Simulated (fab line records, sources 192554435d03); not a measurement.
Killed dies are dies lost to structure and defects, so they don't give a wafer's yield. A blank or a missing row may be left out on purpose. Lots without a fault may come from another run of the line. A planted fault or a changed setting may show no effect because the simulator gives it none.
fab line records | flow n5_finfet
record lots=5 wafers=14 last_day=18
route steps=1938 shown BEOL_M1@788 BEOL_M4@1111 PASSIVATION@1936
lots that met no fault: from a run of the same line without faults
start_h: hours from the record's first day to the start of the lot's first wafer shown | wait_h: hours since the lot's step before | " the same as in the row above | L1.1+2: a row that stands for several wafers | - no value, or no start given | * or withheld: withheld | < > ~ a bound
route shown NAME@n: a module of which the file shows steps, and the number in the route of the first | usual: mean/standard deviation of fault-free wafers | same: alike in all rows | chamber/n: place in a boat | sites: the reading at each site | _std_site: their standard deviation | _edge_site: outer sites' mean less inner sites' | radius_mm: how far each site lies from the wafer's centre | mask NAME#n: copy n | behind: the tool/chamber that last shaped the wafer | hold: why the lot was held/for how many hours/how that ended | device: the transistor (n, p or np) that didn't switch | end of line: the same wafers' tests at the end of the route | a step without rows: its recipe alone | killed: dies lost to structure and defects at the first sort, not the wafer's yield | map: a wafer's dies, x killed, . not, _ none there
set.NAME: the setting as run; set.NAME@STEP: as run at that earlier step | model.NAME: the simulator's own value behind a step, which no gauge read
lots at some steps of the route; a table a step, a row a wafer
services: from which hour (start_h, from the record's first day; less than 0 if before it) a tool's chamber was out of use, for how many hours, and why
## steps
# step N5_BEOL_M1_INSPECT_30
# recipe mode=adi inspect_instrument=brightfield
# usual raw_defect_count=446/120
# columns lot.wafer tool chamber start_h wait_h raw_defect_count
L921.1 defect_inspect-01 - 125.53 0.1 458
L921.2 " - " " 360
L921.3 " - " " 461
L928.1 defect_inspect-01 - 166.11 0.1 436
L928.2 " - " " 399
L928.6 " - " " 379
L938.1 defect_inspect-02 - 223.49 0.1 366
L938.4 " - " " 293
L941.2 defect_inspect-02 - 238.06 0.0 349
L941.3 " - " " 336
L941.4 " - " " 499
L943.2 defect_inspect-02 - 263.43 0.0 689
L943.4 " - " " 471
L943.6 " - " " 400
# step N5_BEOL_M1_DESCUM_33
# recipe chemistry=O2 time_s=7 source_power_w=50 bias_power_w=20 pressure_mtorr=20 rf_frequency_hz=2.712e+07 temp_c=40 resist=CAR-EUV o2_flow_sccm=225
# step N5_BEOL_M1_ETCH_77
# recipe chemistry=N2/H2 target=underlayer target_depth_a=65 mask_material=CAR-EUV time_s=5.2 ion_energy_ev=200 pressure_mtorr=30 source_w=840 bias_w=150 n2_flow_sccm=200 h2_flow_sccm=200 ends=cleared
# step N5_BEOL_M1_ETCH_69
# recipe chemistry=CF4 target=SiARC target_depth_a=156 mask_material=CAR-EUV time_s=26 ion_energy_ev=80 pressure_mtorr=40 source_w=545 bias_w=36 Ar_flow_sccm=100 cf4_flow_sccm=100 ends=cleared
# step N5_BEOL_M1_ALD_98
# recipe material=SiO2 target_thk_a=25 temp_c=100 ald_precursor_family=BDEAS ald_co_reactant=O2-plasma pulse_time_s=1 co_reactant_pulse_time_s=1 purge_time_s=2 co_reactant_purge_time_s=2 ald_cycles=17 pressure_torr=2
# usual heater_power_w=80/6.8 precursor_pulse_height_rel=1.000/0.021
# columns lot.wafer tool chamber start_h wait_h heater_power_w precursor_pulse_height_rel
L921.1 ald_sin-03 3 125.70 0.1 75 0.983
L921.2 " 1 " " 74 0.965
L921.3 " 2 " " 78 0.961
L928.1 ald_sin-03 3 166.28 0.1 76 1.014
L928.2 " 0 " " 72 1.000
L928.6 " 0 " " 73 1.018
L938.1 ald_sin-03 0 223.66 0.1 71 1.007
L938.4 " 3 " " 72 1.004
L941.2 ald_sin-04 1 238.29 0.1 79 1.043
L941.3 " 2 " " 90 1.018
L941.4 " 2 " " 93 0.952
L943.2 ald_sin-03 2 263.82 0.1 75 0.986
L943.4 " 0 " " 71 0.991
L943.6 " 2 " " 75 1.023
# step N5_BEOL_M1_ETCHBACK_99
# recipe chemistry=CHF3 target=SiO2 target_depth_a=50 time_s=10.4 source_w=215 bias_w=47 Ar_flow_sccm=200 CHF3_flow_sccm=12 ion_energy_ev=100 pressure_mtorr=30
# step N5_BEOL_M1_ETCH_70
# recipe chemistry=N2/H2 target=SOC target_depth_a=800 overetch_a=160 mask_material=SiARC temp_c=40 time_s=120 ion_energy_ev=200 pressure_mtorr=30 source_w=840 bias_w=150 n2_flow_sccm=200 h2_flow_sccm=200
# step N5_BEOL_M1_STRIP_71
# recipe chemistry=N2/H2 temp_c=40 n2_flow_sccm=200 h2_flow_sccm=200 rf_frequency_hz=6e+07
# step N5_BEOL_M1_STRIP_78
# recipe chemistry=N2/H2 temp_c=40 n2_flow_sccm=200 h2_flow_sccm=200 rf_frequency_hz=6e+07
# step N5_BEOL_M1_VIA_ETCH_34
# recipe chemistry=C4F6/O2 target_depth_a=678 mask_material=SOC pressure_mtorr=15 ion_energy_ev=250 taper_deg=4 time_s=64.4 source_w=350 bias_w=170 Ar_flow_sccm=300 C4F6_flow_sccm=10 O2_flow_sccm=10
# step N5_BEOL_M1_STRIP_83
# recipe chemistry=C4F6/O2 resist=SiARC rf_frequency_hz=6e+07
# step N5_BEOL_M1_STRIP_36
# recipe chemistry=N2/H2 power_w=450 temp_c=40 pressure_mtorr=20 rf_frequency_hz=6e+07 overash_fraction=0.3 bias_power_w=7 h2_frac=0.5 n2_flow_sccm=200 h2_flow_sccm=200
# step N5_BEOL_M1_TRENCH_ETCH_37
# recipe chemistry=C4F6/O2 target_depth_a=552.07 target=SiOC time_s=29 ion_energy_ev=250 pressure_mtorr=30 source_w=355 bias_w=185 Ar_flow_sccm=300 C4F6_flow_sccm=10 O2_flow_sccm=10
# usual drypump_motor_current_A=5.7/0.43 oes_o_777_au=0.79/0.06 oes_product_au=0.78/0.063 rf_vpp_V=665/14 showerhead_plenum_p_Torr=2.85/0.095 throttle_valve_pct=20.79/0.16
# columns lot.wafer tool chamber start_h wait_h drypump_motor_current_A oes_o_777_au oes_product_au rf_hours_counter_h rf_vpp_V showerhead_plenum_p_Torr throttle_valve_pct model.etch.depth_nm model.BEOL_M1.feature_depth_nm model.TiN_of_BEOL_M1_HM_DEP_02.thk_nm
L921.1 rie_diel-05 0 136.39 - 5.6 0.75 0.72 191 649 2.82 20.90 53.79 53.8 17.6
L921.2 " 2 " " 4.8 0.88 0.89 33 658 2.93 20.79 55.43 55.4 17.8
L921.3 " 3 " " 6.1 0.78 0.79 132 678 2.85 20.73 55.38 55.4 17.8
L928.1 rie_diel-06 0 172.69 - 5.9 0.77 0.76 161 671 2.94 20.57 55.53 55.6 17
L928.2 " 1 " " 5.5 0.80 0.81 118 668 2.63 20.82 56.49 56.4 17
L928.6 " 2 " " 6.0 0.79 0.78 - 651 2.88 21.13 54.98 55 17
L938.1 rie_diel-05 2 224.26 - 4.9 0.84 0.85 62 657 2.91 20.85 55.32 55.4 17.8
L938.4 " 0 " " 5.6 0.72 0.94 218 648 2.81 21.02 83.07 83 15.8
L941.2 rie_diel-06 1 247.28 - 5.6 0.79 0.79 138 667 2.62 20.85 56.51 56.6 17.6
L941.3 " 0 " " 5.9 0.76 0.73 182 672 2.92 20.58 55.25 55.2 18.2
L941.4 " 3 " " 5.7 0.70 0.72 176 681 2.96 20.94 53.56 53.6 18
L943.2 rie_diel-03 3 266.81 - 5.1 0.78 0.78 116 654 2.98 20.89 53.55 53.6 17.8
L943.4 " 0 " " 5.5 0.73 0.73 192 681 2.81 20.62 54.86 54.8 17.8
L943.6 " 0 " " 5.5 0.74 0.74 - 681 2.81 20.63 55.38 55.4 17.8
# step N5_BEOL_M1_ETCH_41
# recipe chemistry=CH3F/O2 target=SiCN target_depth_a=319 taper_deg=2 time_s=57.8 ion_energy_ev=120 mask_material=TiN pressure_mtorr=30 source_w=395 bias_w=75 Ar_flow_sccm=150 CH3F_flow_sccm=30 O2_flow_sccm=20
# usual drypump_motor_current_A=5.7/0.44 oes_product_au=0.78/0.062 rf_vpp_V=297.4/1.4 showerhead_plenum_p_Torr=2.00/0.069 throttle_valve_pct=16.26/0.14
# columns lot.wafer tool chamber start_h wait_h drypump_motor_current_A oes_product_au rf_hours_counter_h rf_vpp_V showerhead_plenum_p_Torr throttle_valve_pct
L921.1 rie_diel-05 0 - - 5.6 0.71 191 297.8 1.98 16.43
L921.2 " 2 " " 4.9 0.89 33 297.9 2.05 16.18
L921.3 " 3 " " 6.1 0.78 132 296.6 2.00 16.22
L928.1 rie_diel-06 0 - - 5.9 0.75 161 298.2 2.07 16.12
L928.2 " 1 " " 5.5 0.81 118 294.9 1.84 16.33
L928.6 " 2 " " 6.0 0.78 - 298.6 2.02 16.52
L938.1 rie_diel-05 2 - - 4.8 0.85 62 298.3 2.04 16.22
L938.4 " 0 " " 5.6 0.70 218 296.6 1.97 16.47
L941.2 rie_diel-06 1 - - 5.5 0.79 138 292.8 1.83 16.37
L941.3 " 0 " " 5.9 0.74 182 297.9 2.06 16.15
L941.4 " 3 " " 5.7 0.73 176 299.3 2.08 16.39
L943.2 rie_diel-03 3 - - 5.1 0.79 116 299.9 2.10 16.35
L943.4 " 0 " " 5.5 0.74 192 297.2 1.98 16.19
L943.6 " 0 " " 5.5 0.73 - 297.7 1.98 16.18
# step N5_BEOL_M1_STRIP_97
# recipe chemistry=N2/H2 time_s=10 power_w=450 temp_c=40 pressure_mtorr=20 rf_frequency_hz=6e+07 bias_power_w=7 n2_flow_sccm=200 h2_flow_sccm=200
# step N5_BEOL_M1_OCD_MEAS_38
# usual trench_depth_nm=55.0/1.1
# columns lot.wafer tool chamber start_h wait_h trench_depth_nm
L921.1 ocd-01 - 136.55 - 53.0
L921.2 " - " " 55.5
L921.3 " - " " 55.5
L928.1 ocd-02 - 172.85 - 55.1
L928.2 " - " " 55.8
L928.6 " - " " 55.0
L938.1 ocd-01 - 224.42 - 55.5
L938.4 " - " " 83.2
L941.2 ocd-01 - 247.44 - 56.1
L941.3 " - " " 54.8
L941.4 " - " " 53.4
L943.2 ocd-01 - 266.96 - 53.6
L943.4 " - " " 54.5
L943.6 " - " " 55.7
# step N5_BEOL_M1_HM_STRIP_39
# recipe chemistry=peroxide_tin_strip material=TiN target_depth_a=250 temp_c=50 time_s=158
# step N5_BEOL_M1_SRD_40
# recipe time_s=30 temp_c=23 rinse_liquid=diw dry=ipa_marangoni
# step N5_BEOL_M1_PRECLEAN_42
# recipe chemistry=residue_remover time_s=60 temp_c=40
# step N5_BEOL_M1_SRD_43
# recipe time_s=30 temp_c=23 rinse_liquid=diw dry=ipa_marangoni
# step N5_BEOL_M1_CD_MEAS_35
# recipe target_cd_nm=18 target_cd_y_nm=21 polarity=opening
# usual cd_nm=18.0/0.34
# columns lot.wafer tool chamber start_h wait_h cd_nm
L921.1 cd_sem-02 - 136.70 0.0 17.6
L921.2 " - " " 18.5
L921.3 " - " " 19.2
L928.1 cd_sem-03 - 173.00 0.0 17.8
L928.2 " - " " 18.3
L928.6 " - " " 18.4
L938.1 cd_sem-01 - 224.57 0.0 18.2
L938.4 " - " " 19.0
L941.2 cd_sem-03 - 247.59 0.0 17.8
L941.3 " - " " 17.3
L941.4 " - " " 17.5
L943.2 cd_sem-03 - 267.12 0.0 17.9
L943.4 " - " " 17.7
L943.6 " - " " 17.9
# step N5_BEOL_M1_DEGAS_44
# recipe ambient=vacuum temp_c=250 time_s=60
# step N5_BEOL_M1_PRE_CLEAN_45
# recipe gas=H2/He time_s=30 temp_c=250
# usual heater_power_w=338/35
# columns lot.wafer tool chamber start_h wait_h heater_power_w
L921.1 pvd_sputter-02 - 137.04 0.0 332
L921.2 " - " " 324
L921.3 " - " " 272
L928.1 pvd_sputter-02 - 173.13 0.0 271
L928.2 " - " " 391
L928.6 " - " " 305
L938.1 pvd_sputter-03 - 224.92 0.0 387
L938.4 " - " " 320
L941.2 pvd_sputter-03 - 247.81 0.0 316
L941.3 " - " " 317
L941.4 " - " " 386
L943.2 pvd_sputter-01 - 267.65 0.0 346
L943.4 " - " " 368
L943.6 " - " " 346
# step N5_BEOL_M1_ALD_84
# recipe material=TaN target_thk_a=* temp_c=275 ald_precursor_family=PDMAT ald_co_reactant=NH3 pressure_torr=3 carrier_flow_sccm=1500 pulse_time_s=2 purge_time_s=3 co_reactant_purge_time_s=2 co_reactant_pulse_time_s=3 ald_cycles=30 precursor_vessel_temp_c=75 precursor_vessel_pressure_torr=26.25 precursor_vessel_carrier_sccm=1000
# step N5_BEOL_M1_SURFACE_TREAT_85
# recipe gas=Ar time_s=* ion_energy_ev=* ion_current_ma_cm2=0.5 pressure_mtorr=* ar_flow_sccm=30
# step N5_BEOL_M1_CVD_47
# recipe material=Co target_thk_a=30 temp_c=withheld precursor=CCTBA/H2 pressure_torr=30 time_s=223.8
# step N5_BEOL_M1_SPUTTER_48
# recipe material=Cu target_thk_a=45 temp_c=-20 chamber_pressure_pa=0.07 power_w=withheld time_s=8.29
# step N5_BEOL_M1_ANNEAL_49
# recipe temp_c=400 time_s=240 ambient=vacuum
# step N5_BEOL_M1_SPUTTER_79
# recipe material=Cu target_thk_a=45 temp_c=-20 chamber_pressure_pa=0.07 power_w=withheld time_s=8.29
# step N5_BEOL_M1_ANNEAL_80
# recipe temp_c=400 time_s=240 ambient=vacuum
# step N5_BEOL_M1_SPUTTER_81
# recipe material=Cu target_thk_a=45 temp_c=-20 chamber_pressure_pa=0.07 power_w=withheld time_s=8.29
# step N5_BEOL_M1_ANNEAL_82
# recipe temp_c=400 time_s=240 ambient=vacuum
# step N5_BEOL_M1_SPUTTER_86
# recipe material=Cu target_thk_a=45 temp_c=-20 chamber_pressure_pa=0.07 power_w=withheld time_s=8.29
# step N5_BEOL_M1_ANNEAL_87
# recipe temp_c=400 time_s=240 ambient=vacuum
# step N5_BEOL_M1_SPUTTER_88
# recipe material=Cu target_thk_a=45 temp_c=-20 chamber_pressure_pa=0.07 power_w=withheld time_s=8.29
# step N5_BEOL_M1_ANNEAL_89
# recipe temp_c=400 time_s=240 ambient=vacuum
# step N5_BEOL_M1_SPUTTER_90
# recipe material=Cu target_thk_a=45 temp_c=-20 chamber_pressure_pa=0.07 power_w=withheld time_s=8.29
# step N5_BEOL_M1_ANNEAL_91
# recipe temp_c=400 time_s=240 ambient=vacuum
# usual heater_power_w=843/95
# columns lot.wafer tool chamber start_h wait_h heater_power_w
L921.1 pvd_sputter-02 - 138.90 0.0 783
L921.2 " - " " 833
L921.3 " - " " 680
L928.1 pvd_sputter-03 - 175.09 0.0 961
L928.2 " - " " 777
L928.6 " - " " 927
L938.1 pvd_sputter-02 - 227.11 0.0 679
L938.4 " - " " 789
L941.2 pvd_sputter-02 - 249.59 0.0 806
L941.3 " - " " 794
L941.4 " - " " 991
L943.2 pvd_sputter-03 - 269.58 0.0 786
L943.4 " - " " 771
L943.6 " - " " 772
# step N5_BEOL_M1_SPUTTER_92
# recipe material=Cu target_thk_a=45 temp_c=-20 chamber_pressure_pa=0.07 power_w=withheld time_s=8.29
# step N5_BEOL_M1_ANNEAL_93
# recipe temp_c=400 time_s=240 ambient=vacuum
# step N5_BEOL_M1_SPUTTER_94
# recipe material=Cu target_thk_a=45 temp_c=-20 chamber_pressure_pa=0.07 power_w=withheld time_s=8.29
# usual throttle_valve_pct=30.1/1
# columns lot.wafer tool chamber start_h wait_h throttle_valve_pct
L921.1 pvd_sputter-02 - 139.26 0.1 29.1
L921.2 " - " " 29.5
L921.3 " - " " 30.0
L928.1 pvd_sputter-03 - 175.45 0.1 30.1
L928.2 " - " " 29.1
L928.6 " - " " 30.5
L938.1 pvd_sputter-02 - 227.47 0.1 30.2
L938.4 " - " " 29.4
L941.2 pvd_sputter-02 - 249.95 0.1 29.7
L941.3 " - " " 29.2
L941.4 " - " " 28.4
L943.2 pvd_sputter-03 - 269.94 0.1 30.9
L943.4 " - " " 31.5
L943.6 " - " " 31.6
# step N5_BEOL_M1_ANNEAL_95
# recipe temp_c=400 time_s=240 ambient=vacuum
# step N5_BEOL_M4_RC_MEAS_101
# usual DIBL_N=36.7/1.8 DIBL_P=37.0/2.4 IOFF_N=0.17/0.036 IOFF_P=0.22/0.042 ION_N=673/12 ION_P=462/8.5 SS_N=71.7/0.62 SS_P=73.4/0.65 VT_N=250/3.7 VT_P=-250/3.7
# columns lot.wafer tool chamber start_h wait_h DIBL_N[mV/V] DIBL_P[mV/V] IOFF_N[nA/um] IOFF_P[nA/um] ION_N[uA/um] ION_P[uA/um] SS_N[mV/dec] SS_P[mV/dec] VT_N[mV] VT_P[mV]
L921.1 prober-01 0 190.36 0.0 37.9 39.0 0.20 0.23 675 453 72.1 73.8 246 -251
L921.2 " 0 " " 37.4 39.0 0.18 0.23 671 455 71.9 73.9 246 -250
L921.3 " 0 " " 37.7 38.8 0.18 0.22 686 464 72.0 73.7 247 -251
L928.1 prober-02 0 224.14 0.0 36.6 36.5 0.16 0.21 669 465 71.9 72.7 252 -247
L928.2 " 0 " " 34.9 35.1 0.13 0.19 663 464 71.6 73.0 250 -250
L928.6 " 0 " " 35.9 35.8 0.15 0.20 663 463 71.4 73.0 251 -251
L938.1 prober-02 0 282.67 0.0 41.1 42.3 0.28 0.34 690 472 72.6 74.6 242 -242
L941.2 prober-01 0 300.70 0.2 37.6 36.2 0.17 0.22 675 459 71.5 73.6 249 -252
L941.3 " 0 " " 34.7 33.3 0.13 0.17 675 459 71.0 72.9 255 -252
L941.4 " 0 " " 32.5 30.5 0.11 0.15 664 456 70.4 72.1 254 -257
L943.2 prober-02 0 330.89 0.2 34.9 35.7 0.13 0.21 667 469 71.4 72.5 251 -250
L943.4 " 0 " " 36.9 37.2 0.17 0.22 665 455 72.2 73.6 252 -251
L943.6 " 0 " " 37.0 38.2 0.18 0.25 678 473 72.4 72.9 250 -250
# step N5_PASSIVATION_PROBE_49
# usual defect_limited_yield=91.1/1.4 killed_at_M0_to_M3=32/9.3 killed_at_M4_up=13/5.8 killed_at_contacts=12/6.3 killed_at_front_end=44/12 killed_at_other=3.6/2.7 killed_dies=104/17 killed_on_rim=14/3.9 killed_open=69/13 killed_short=34/6.9 sort_bin_4_leakage=0.00/0.031 sort_bin_5_function=5.2/0.98 sort_bin_6_memory=3.3/0.59 sort_n_pass=1075/17 sort_yield_pct=91.1/1.4
# same gross_dies=1180 killed_at_back_side=0 sort_bin_8_speed[%]=0
# columns lot.wafer tool chamber start_h wait_h defect_limited_yield[%] killed_at_M0_to_M3 killed_at_M4_up killed_at_contacts killed_at_front_end killed_at_other killed_dies killed_on_rim killed_open killed_short sort_bin_4_leakage[%] sort_bin_5_function[%] sort_bin_6_memory[%] sort_n_pass sort_yield_pct[%]
L921.1 prober-01 - 287.94 0.0 89.7 36 16 8 55 6 121 12 86 34 0 5.6 4.4 1059 89.7
L921.2 prober-01 - 287.99 0.1 88.8 45 15 13 54 5 132 19 80 50 0 6.8 3.7 1048 88.8
L921.3 prober-01 - 288.04 0.1 90.3 39 9 9 53 4 114 12 65 49 0 4.8 4.6 1066 90.3
L938.4 prober-01 - 398.32 0.2 12.3 972 14 14 35 0 1035 134 62 27 0 4.6 2.8 145 12.3
L941.2 prober-01 - 418.82 0.1 92.0 36 9 13 35 1 94 10 66 28 0 4.3 3.2 1086 92.0
L941.3 prober-01 - 418.87 0.1 91.5 28 9 9 48 6 100 10 75 25 0 5.1 3.1 1080 91.5
L941.4 prober-01 - 418.92 0.2 92.5 31 10 17 30 1 89 19 59 30 0 4.4 3.1 1091 92.5
# killed by level:class
L921.1 FIN_SAQP:geometric_particle:open=20 STI_FIN_REVEAL:geometric_particle:open=12 BEOL_M1:geometric_particle:open=10 BEOL_M0:geometric_particle:open=10 FIN_SAQP:geometric_particle:short=8 BEOL_M4:geometric_particle:open=7 MOL_CONTACT_COAG:geometric_particle:open=6 GATE_CUT:geometric_particle:short=5
L921.2 FIN_SAQP:geometric_particle:short=19 FIN_SAQP:geometric_particle:open=11 MOL_CONTACT_COAG:geometric_particle:open=11 BEOL_M0_SAQP:geometric_particle:open=9 BEOL_M0_SAQP:geometric_particle:short=8 BEOL_M1:geometric_particle:open=8 BEOL_M2:geometric_particle:open=8 STI_FIN_REVEAL:geometric_particle:open=6
L921.3 FIN_SAQP:geometric_particle:short=20 FIN_SAQP:geometric_particle:open=15 BEOL_M1:geometric_particle:open=10 BEOL_M0_SAQP:geometric_particle:short=7 MOL_CONTACT_COAG:geometric_particle:open=7 BEOL_M2:geometric_particle:short=7 STI_FIN_REVEAL:geometric_particle:open=6 BEOL_M0_SAQP:geometric_particle:open=6
L938.4 BEOL_M1:area_etch=944 FIN_SAQP:geometric_particle:open=16 MOL_CONTACT_COAG:geometric_particle:open=7 MOL_CONTACT_COAG:geometric_particle:short=7 BEOL_M4:geometric_particle:open=7 BEOL_M1:geometric_particle:open=6 FIN_SAQP:geometric_particle:short=5 BEOL_M2:geometric_particle:open=5
L941.2 MOL_CONTACT_COAG:geometric_particle:open=8 FIN_SAQP:geometric_particle:open=7 DUMMY_GATE:geometric_particle:open=7 STI_FIN_REVEAL:geometric_particle:open=7 BEOL_M0_SAQP:geometric_particle:short=7 BEOL_M3:geometric_particle:open=7 BEOL_M0_SAQP:geometric_particle:open=6 MOL_CONTACT_COAG:geometric_particle:short=5
L941.3 FIN_SAQP:geometric_particle:open=18 STI_FIN_REVEAL:geometric_particle:open=8 DUMMY_GATE:geometric_particle:open=8 MOL_CONTACT_COAG:geometric_particle:open=6 BEOL_M1:geometric_particle:open=6 FIN_SAQP:geometric_particle:short=5 BEOL_M0_SAQP:geometric_particle:open=5 BEOL_M0_SAQP:geometric_particle:short=5
L941.4 MOL_CONTACT_COAG:geometric_particle:open=13 BEOL_M0_SAQP:geometric_particle:open=9 BEOL_M0_SAQP:geometric_particle:short=8 BEOL_M2:geometric_particle:open=8 FIN_SAQP:geometric_particle:open=6 STI_FIN_REVEAL:geometric_particle:open=6 FIN_SAQP:geometric_particle:short=5 DUMMY_GATE:geometric_particle:open=4
# map L938.4 (x killed, . not)
_________________.x.xxxx.xxx.________________
______________xxxxxxx..x.xxxxxxx_____________
___________x.xxx.xxxxxxxxxx.xx.xxxx__________
__________.x..xxxx.xxx..xxxxxxx.xxxx_________
________x.xx.xxxxx.xxxx.x.xxxx.x.xxxxx_______
_______xxxx..xxxx.xxxxx.xxxxxxxxxxx.xx.______
______xxxxx.xxxx..xxxxxxxxxxxxxxxxxxxxxx_____
_____xxxxxxxx.x.xxxx.xxxxxx.x.x..xxxxx..x____
____xxxxxx.xx..xxx.xxx.xx..xxxxxxxx.xxx.xx___
___xx.xxxxxxxxxxxxxxxxxxxxx.xxxxxxxxxx.xxx.__
___.xxxx..xxxx.xxxxx.xxxx.xxxxxxxxxxxx..x.x__
__xxxxxxx.xxxxxxxxxxxxx.xxx.xx.xxx.xxxxxxxxx_
__xxx.x.xxxxxxxxxxxxxxxxxxxxxxxxxxxxxxxxxxxx_
_x.x.xxxxxxxxxxxxx.xxxxxxxxxxxxxxxxxxxx.xxxxx
_xxxxxxxxxxxxxxxxxxxxxxxxxxxxxxxxxxxxxxxxxxxx
_xxx...xxxxxxxxx.xxx.x.xxxxxxxxxxxxxx.xxxxxxx
_xx..x.x.xxx.xx.xxxxxxxxx.xxxxxxxx.xx.xxx.xx.
_.xxxxxxxxxxxxxxxxxxx.xxxxxxxxx..xx.xxxxxxx.x
_x.x.xxxx.xxxxxx.xxxxxxxxx.xxxxxxx.xx.xxxxxxx
_xxxxxxxxxxxxxxxxxxxxxxxxxxxx.x.xxxxxxxxxxxx.
_xxxx.xxxxxxxxxxxx.xxxxxxxxxxxxxxxxx.xxxxxxxx
__xxxxxx.xxxxxxxxxxxxxxxxxxxxxxxxxxxx.xx.x.x_
__xxxxxxxxxxxxxxxxx.xxxxxxxxxxxx.xxxxxxx.xxx_
___x.xxxx.xxx..xxxxxxxx.xxxx.xxxxxxxxxxxx.x__
___xxxxxxxx.xxxxxxxxxxxxxxxxxxxxxxxxxxxx.xx__
____xxx.xxxxxxxxxxxxxxxxxxx.xx.xxxxxxxxxxx___
_____xxxxxxxxxxxx.xxx.xxxxxxxxx.xxxxxxxxx____
______x.xxxxxxx..xxxxxxxxxxxxxxxxxx.xxxx_____
_______xxxxxxxxxxxxx.xxxxxxx.xxxxxxxxxx______
________xx.xxxxxxxxxxxxxxxxxxxxxxxxxxx_______
__________xxxxxxxxxxxxxxxxx.xxxxxxxx_________
___________xxxxxxxxxxxxxxxxxx.xxxxx__________
______________xxxxxxxxxxxxxxxxxx_____________
_________________x.xxxxxxxxxx________________
# map L921.2 (x killed, . not)
_________________.......x.x..________________
______________x..x.xxx..x......._____________
___________..x.................x...__________
__________.......x..x..x............_________
________.................x....x......._______
_______.x.........x.x.................x______
______..x.....x...xx.......x............_____
_____...........x........x...x.........x.____
____...........................x..........___
___.......................x................__
___.....xx....x............................__
__...xx..xx............x.....x..xx.........._
__..x..........x.x......x.x....x........x..x_
_...............xxxx...................x.....
_...x...............x......x........x......x.
_...........x......x.....x.x....x........x..x
_..x...............xxxx...............x......
_...........xx........x................x...x.
_....x............x..x.x.....................
_...............xxx.....................xx...
_..........x...x......x...................x..
__...............x..........x...........x.xx_
__.....x...........x.x.................x...._
___....x...........x..............xx.....x.__
___.xx..........................x.....x...x__
____.......x............x..x..............___
_____.....x..............................____
______.....................x............_____
_______.....x.x.x......x..x....x....x..______
________x.................x.....x..x.._______
__________.......x.............x..x._________
___________....x..................x__________
______________...........x....x._____________
_________________............________________
## services
# columns tool chamber start_h hours kind
rie_diel-03 2 102.53 7.6 repair
pvd_sputter-01 - 103.02 8.4 repair
pvd_sputter-01 - 119.50 1.5 repair
rie_diel-05 1 134.88 12.3 repair
rie_diel-06 1 142.70 5.8 repair
rie_diel-06 2 160.23 3.0 repair
rie_diel-05 - 171.20 2.8 pm
ald_sin-03 - 178.07 14.0 pm
ald_sin-03 0 178.07 14.0 vent_cycle
ald_sin-03 1 178.07 14.0 vent_cycle
ald_sin-03 2 178.07 14.0 vent_cycle
ald_sin-03 3 178.07 14.0 vent_cycle
rie_diel-06 - 190.75 2.8 pm
ald_sin-03 0 192.07 - clean
ald_sin-03 1 192.07 - clean
ald_sin-03 2 192.07 - clean
ald_sin-03 3 192.07 - clean
rie_diel-05 0 192.21 5.8 repair
rie_diel-05 - 195.70 0.7 repair
ald_sin-04 0 215.36 32.4 repair
rie_diel-03 2 225.59 2.0 repair
rie_diel-05 0 241.22 3.8 repair
ald_sin-03 1 258.74 16.2 repair
ald_sin-04 - 269.02 14.0 pm
## key
first_sign step=N5_BEOL_M1_OCD_MEAS_38 reading=trench_depth_nm direction=up sigmas=26 usual=55.0 struck=83.2
effect step=N5_PASSIVATION_PROBE_49 reading=killed_at_M0_to_M3 direction=up sigmas=99+ usual=32 struck=972
model_effect step=N5_BEOL_M1_TRENCH_ETCH_37 value=etch.depth_nm without=52.83 struck=83.07
more_kills_born_at N5_BEOL_M1_TRENCH_ETCH_37@rie_diel-05=944
met_at N5_BEOL_M1_TRENCH_ETCH_37
struck_wafers L938.4
later_rows_left_out L938.4
onset_between 136.39 224.26
fault kind=process_parameter_drift tool=rie_diel-05 chamber=- onset_h=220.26 steps=N5_BEOL_M1_TRENCH_ETCH_37 channel=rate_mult offset=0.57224 shape=step end_h=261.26 scope=struck_wafers_only
# later_rows_left_out: the simulator's readings of these wafers behind a module that went badly wrong aren't trusted and aren't shown, but for the sort
